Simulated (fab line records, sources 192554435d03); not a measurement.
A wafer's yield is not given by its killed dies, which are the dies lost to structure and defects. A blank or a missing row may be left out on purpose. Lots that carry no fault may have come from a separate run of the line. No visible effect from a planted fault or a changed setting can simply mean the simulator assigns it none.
The tool behind it: which one? / flow n5_finfet / Sampling: 12 lots, 36 wafers, 5 of 1938 route steps

## WHAT THE GAUGES READ, wafer by wafer
N5_SDB_CD_MEAS_11: target cd 50 nm. Usual: cd_nm at 49.4 nm, with a standard deviation of 1.1.
lot=L542; measured=day 4 05:41; on=cd_sem-02; cd_nm (nm)=51.1 51.7 50.7; flag=
lot=L543; measured=day 4 13:26; on=cd_sem-03; cd_nm (nm)=50.5 49.8 49.3; flag=
lot=L544; measured=day 4 19:28; on=cd_sem-03; cd_nm (nm)=48.5 47.2 47.4; flag=
lot=L546; measured=day 5 06:17; on=cd_sem-01; cd_nm (nm)=42.1 44.6 43.2; flag=OFF
lot=L548; measured=day 5 19:13; on=cd_sem-03; cd_nm (nm)=43.7 43.8 44.3; flag=OFF
lot=L549; measured=day 6 00:50; on=cd_sem-02; cd_nm (nm)=48.0 49.5 48.9; flag=
lot=L552; measured=day 6 18:40; on=cd_sem-03; cd_nm (nm)=51.0 50.5 49.9; flag=
lot=L553; measured=day 7 01:43; on=cd_sem-01; cd_nm (nm)=49.4 50.5 49.9; flag=
lot=L554; measured=day 7 07:22; on=cd_sem-01; cd_nm (nm)=49.7 49.5 48.2; flag=
lot=L558; measured=day 8 07:40; on=cd_sem-01; cd_nm (nm)=49.6 49.3 47.4; flag=
lot=L562; measured=day 9 06:55; on=cd_sem-02; cd_nm (nm)=47.5 48.4 48.9; flag=
lot=L563; measured=day 9 11:05; on=cd_sem-02; cd_nm (nm)=49.4 50.3 51.8; flag=

N5_SDB_OVL_MEAS_12. Usual: for SDB_OVL the level is 0.3 nm and the standard deviation is 0.76.
lot=L542; measured=day 4 05:43; on=overlay-01; SDB_OVL (nm)=-0.1 -0.2 0.6; flag=
lot=L543; measured=day 4 13:28; on=overlay-02; SDB_OVL (nm)=1.4 2.3 2.0; flag=
lot=L544; measured=day 4 19:29; on=overlay-02; SDB_OVL (nm)=0.5 1.1 -0.1; flag=
lot=L546; measured=day 5 06:19; on=overlay-02; SDB_OVL (nm)=-0.2 -0.3 -0.8; flag=
lot=L548; measured=day 5 19:15; on=overlay-02; SDB_OVL (nm)=-1.0 0.6 -0.2; flag=
lot=L549; measured=day 6 00:52; on=overlay-01; SDB_OVL (nm)=1.0 0.0 -0.2; flag=
lot=L552; measured=day 6 18:41; on=overlay-02; SDB_OVL (nm)=-0.7 0.4 -0.4; flag=
lot=L553; measured=day 7 01:46; on=overlay-01; SDB_OVL (nm)=-0.1 1.5 -0.3; flag=
lot=L554; measured=day 7 07:23; on=overlay-01; SDB_OVL (nm)=-0.4 0.0 1.2; flag=
lot=L558; measured=day 8 07:42; on=overlay-01; SDB_OVL (nm)=0.7 0.5 1.7; flag=
lot=L562; measured=day 9 06:57; on=overlay-02; SDB_OVL (nm)=-0.1 1.1 -0.7; flag=
lot=L563; measured=day 9 11:07; on=overlay-01; SDB_OVL (nm)=-0.6 0.6 -0.1; flag=

## WHICH TOOL RAN EACH LOT (tool, then ch and the chambers of the sampled wafers, then the start)
lot=L542; N5_SD_ACTIVATION_RTA_00=rtp_anneal-01 ch 0, day 3 21:49; N5_ILD0_CMP_07=cmp-04 ch 1,2, day 4 01:18; N5_SDB_EXPOSE_08=arfi_scanner-02 ch 0, day 4 05:34
lot=L543; N5_SD_ACTIVATION_RTA_00=rtp_anneal-01 ch 0, day 4 05:56; N5_ILD0_CMP_07=cmp-02 ch 0,1,2, day 4 09:25; N5_SDB_EXPOSE_08=arfi_scanner-01 ch 0, day 4 13:19
lot=L544; N5_SD_ACTIVATION_RTA_00=rtp_anneal-01 ch 0, day 4 12:01; N5_ILD0_CMP_07=cmp-02 ch 0,2,3, day 4 15:33; N5_SDB_EXPOSE_08=arfi_scanner-01 ch 0, day 4 19:20
lot=L546; N5_SD_ACTIVATION_RTA_00=rtp_anneal-01 ch 0, day 4 22:06; N5_ILD0_CMP_07=cmp-04 ch 0,1,3, day 5 01:55; N5_SDB_EXPOSE_08=arfi_scanner-01 ch 0, day 5 06:10
lot=L548; N5_SD_ACTIVATION_RTA_00=rtp_anneal-02 ch 0, day 5 11:34; N5_ILD0_CMP_07=cmp-02 ch 0,3, day 5 15:14; N5_SDB_EXPOSE_08=arfi_scanner-01 ch 0, day 5 19:05
lot=L549; N5_SD_ACTIVATION_RTA_00=rtp_anneal-02 ch 0, day 5 16:40; N5_ILD0_CMP_07=cmp-04 ch 1,2,3, day 5 20:33; N5_SDB_EXPOSE_08=arfi_scanner-02 ch 0, day 6 00:43
lot=L552; N5_SD_ACTIVATION_RTA_00=rtp_anneal-02 ch 0, day 6 11:11; N5_ILD0_CMP_07=cmp-04 ch 0,2,3, day 6 14:38; N5_SDB_EXPOSE_08=arfi_scanner-02 ch 0, day 6 18:32
lot=L553; N5_SD_ACTIVATION_RTA_00=rtp_anneal-02 ch 0, day 6 17:16; N5_ILD0_CMP_07=cmp-02 ch 0,2,3, day 6 21:54; N5_SDB_EXPOSE_08=arfi_scanner-02 ch 0, day 7 01:36
lot=L554; N5_SD_ACTIVATION_RTA_00=rtp_anneal-02 ch 0, day 6 23:14; N5_ILD0_CMP_07=cmp-01 ch 0,1, day 7 03:14; N5_SDB_EXPOSE_08=arfi_scanner-02 ch 0, day 7 07:14
lot=L558; N5_SD_ACTIVATION_RTA_00=rtp_anneal-02 ch 0, day 8 00:19; N5_ILD0_CMP_07=cmp-01 ch 0,1,3, day 8 03:46; N5_SDB_EXPOSE_08=arfi_scanner-03 ch 0, day 8 07:32
lot=L562; N5_SD_ACTIVATION_RTA_00=rtp_anneal-01 ch 0, day 8 23:26; N5_ILD0_CMP_07=cmp-04 ch 0,2, day 9 02:54; N5_SDB_EXPOSE_08=arfi_scanner-02 ch 0, day 9 06:48
lot=L563; N5_SD_ACTIVATION_RTA_00=rtp_anneal-01 ch 0, day 9 03:44; N5_ILD0_CMP_07=cmp-02 ch 1,2, day 9 07:11; N5_SDB_EXPOSE_08=arfi_scanner-02 ch 0, day 9 10:58
- N5_SD_ACTIVATION_RTA_00: time 0 s.
- N5_ILD0_CMP_07: polishes SiO2 flowable, stops on poly-Si, t overpolish 1.18 s, target thk 138.88 nm.
- N5_SDB_EXPOSE_08: exposes mask SDB.

## WHAT THE TOOLS THEMSELVES READ (means of the sampled wafers that have a number; where no wafer has one, the mark that the record gives instead)
N5_SD_ACTIVATION_RTA_00. Usual: lamp_power_pct 8.96 %, standard deviation 0.058; lamp_zone_5_pct 8.952 %, standard deviation 0.028; lamp_zone_7_pct 9.35 %, standard deviation 0.03; wafer_temp_C_max 974.7, standard deviation 1.9.
lot=L542; tool=rtp_anneal-01; lamp_power_pct (%)=8.95; lamp_zone_5_pct (%)=8.960; lamp_zone_7_pct (%)=9.32; wafer_temp_C_max=975.3; flag=
lot=L543; tool=rtp_anneal-01; lamp_power_pct (%)=8.89; lamp_zone_5_pct (%)=8.966; lamp_zone_7_pct (%)=9.35; wafer_temp_C_max=974.0; flag=
lot=L544; tool=rtp_anneal-01; lamp_power_pct (%)=8.98; lamp_zone_5_pct (%)=8.950; lamp_zone_7_pct (%)=9.34; wafer_temp_C_max=973.9; flag=
lot=L546; tool=rtp_anneal-01; lamp_power_pct (%)=8.92; lamp_zone_5_pct (%)=8.973; lamp_zone_7_pct (%)=9.34; wafer_temp_C_max=975.5; flag=
lot=L548; tool=rtp_anneal-02; lamp_power_pct (%)=8.93; lamp_zone_5_pct (%)=8.937; lamp_zone_7_pct (%)=9.35; wafer_temp_C_max=972.8; flag=
lot=L549; tool=rtp_anneal-02; lamp_power_pct (%)=8.98; lamp_zone_5_pct (%)=8.950; lamp_zone_7_pct (%)=9.36; wafer_temp_C_max=975.9; flag=
lot=L552; tool=rtp_anneal-02; lamp_power_pct (%)=8.94; lamp_zone_5_pct (%)=8.926; lamp_zone_7_pct (%)=9.35; wafer_temp_C_max=976.3; flag=
lot=L553; tool=rtp_anneal-02; lamp_power_pct (%)=9.01; lamp_zone_5_pct (%)=8.943; lamp_zone_7_pct (%)=9.32; wafer_temp_C_max=975.8; flag=
lot=L554; tool=rtp_anneal-02; lamp_power_pct (%)=8.92; lamp_zone_5_pct (%)=8.964; lamp_zone_7_pct (%)=9.37; wafer_temp_C_max=974.4; flag=
lot=L558; tool=rtp_anneal-02; lamp_power_pct (%)=8.96; lamp_zone_5_pct (%)=8.981; lamp_zone_7_pct (%)=9.35; wafer_temp_C_max=975.2; flag=
lot=L562; tool=rtp_anneal-01; lamp_power_pct (%)=9.00; lamp_zone_5_pct (%)=8.943; lamp_zone_7_pct (%)=9.35; wafer_temp_C_max=974.6; flag=
lot=L563; tool=rtp_anneal-01; lamp_power_pct (%)=8.98; lamp_zone_5_pct (%)=8.958; lamp_zone_7_pct (%)=9.36; wafer_temp_C_max=973.9; flag=

N5_ILD0_CMP_07. Usual: motor_current_A 12.6 A, standard deviation 1.3; retaining_ring_pressure_frac 1.000, standard deviation 0.0046.
lot=L542; tool=cmp-04; motor_current_A (A)=11.5; retaining_ring_pressure_frac=0.996; flag=
lot=L543; tool=cmp-02; motor_current_A (A)=12.9; retaining_ring_pressure_frac=1.000; flag=
lot=L544; tool=cmp-02; motor_current_A (A)=12.0; retaining_ring_pressure_frac=1.002; flag=
lot=L546; tool=cmp-04; motor_current_A (A)=13.5; retaining_ring_pressure_frac=1.006; flag=
lot=L548; tool=cmp-02; motor_current_A (A)=11.8; retaining_ring_pressure_frac=1.002; flag=
lot=L549; tool=cmp-04; motor_current_A (A)=12.8; retaining_ring_pressure_frac=1.009; flag=
lot=L552; tool=cmp-04; motor_current_A (A)=13.0; retaining_ring_pressure_frac=1.002; flag=
lot=L553; tool=cmp-02; motor_current_A (A)=12.0; retaining_ring_pressure_frac=0.999; flag=
lot=L554; tool=cmp-01; motor_current_A (A)=11.8; retaining_ring_pressure_frac=0.999; flag=
lot=L558; tool=cmp-01; motor_current_A (A)=12.9; retaining_ring_pressure_frac=1.002; flag=
lot=L562; tool=cmp-04; motor_current_A (A)=12.3; retaining_ring_pressure_frac=0.999; flag=
lot=L563; tool=cmp-02; motor_current_A (A)=12.5; retaining_ring_pressure_frac=1.000; flag=

N5_SDB_EXPOSE_08. Usual: exposure_dose_mJ_cm2 49.74, standard deviation 0.19; reticle_temp_C 23.00 C, standard deviation 0.13.
lot=L542; tool=arfi_scanner-02; exposure_dose_mJ_cm2=49.95; reticle_temp_C (C)=23.03; flag=
lot=L543; tool=arfi_scanner-01; exposure_dose_mJ_cm2=49.59; reticle_temp_C (C)=23.10; flag=
lot=L544; tool=arfi_scanner-01; exposure_dose_mJ_cm2=49.55; reticle_temp_C (C)=22.98; flag=
lot=L546; tool=arfi_scanner-01; exposure_dose_mJ_cm2=46.07; reticle_temp_C (C)=22.93; flag=OFF
lot=L548; tool=arfi_scanner-01; exposure_dose_mJ_cm2=46.79; reticle_temp_C (C)=22.84; flag=OFF
lot=L549; tool=arfi_scanner-02; exposure_dose_mJ_cm2=49.98; reticle_temp_C (C)=22.87; flag=
lot=L552; tool=arfi_scanner-02; exposure_dose_mJ_cm2=49.99; reticle_temp_C (C)=23.03; flag=
lot=L553; tool=arfi_scanner-02; exposure_dose_mJ_cm2=49.92; reticle_temp_C (C)=23.05; flag=
lot=L554; tool=arfi_scanner-02; exposure_dose_mJ_cm2=49.98; reticle_temp_C (C)=23.03; flag=
lot=L558; tool=arfi_scanner-03; exposure_dose_mJ_cm2=49.54; reticle_temp_C (C)=23.26; flag=
lot=L562; tool=arfi_scanner-02; exposure_dose_mJ_cm2=49.96; reticle_temp_C (C)=23.04; flag=
lot=L563; tool=arfi_scanner-02; exposure_dose_mJ_cm2=50.04; reticle_temp_C (C)=23.10; flag=

## THE ANSWER, worked out from the rows above alone
Rule: lot off if the mean of its wafers having a number is beyond 3 standard deviations from the usual mean. Also off: a lot with no number at a reading for which 4 or more lots have one. Where the step has rows for the other lots, those lots are counted as sound. First the gauges in route order, then the tools' own readings, where a lot's mean is used as printed above. The first step at which some lot is off is used, and at that step the reading that is off furthest; a lot without a number counts as furthest.
Off: L546, L548 (N5_SDB_CD_MEAS_11, cd_nm).
If a tool, at a process step before that reading, ran all the lots that are off and no sound lot after the first of them, it fits. Not tried: the gauges at N5_SDB_CD_MEAS_11; whatever is off there is also off at N5_SDB_EXPOSE_08, on other tools, and gauge error can't account for it. One fits: arfi_scanner-01 at N5_SDB_EXPOSE_08. Its last sound lot is L544 (day 4 19:20), its first lot that is off L546 (day 5 06:10): a fault that began between those two fits.
The tool's own readings at N5_SDB_EXPOSE_08 bear it out: on the lots that are off they differ by more than 5 times the standard deviation of the sound lots' means. exposure_dose_mJ_cm2 reads 46.43 there against 49.85 on the sound lots.

## WHAT THE SIMULATOR PUT IN
Drift in process parameters on arfi_scanner-01 at N5_SDB_EXPOSE_08, starting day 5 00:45. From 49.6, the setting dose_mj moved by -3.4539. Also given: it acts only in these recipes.
Struck lots among those shown: L546, L548. Same finding as the rule above.
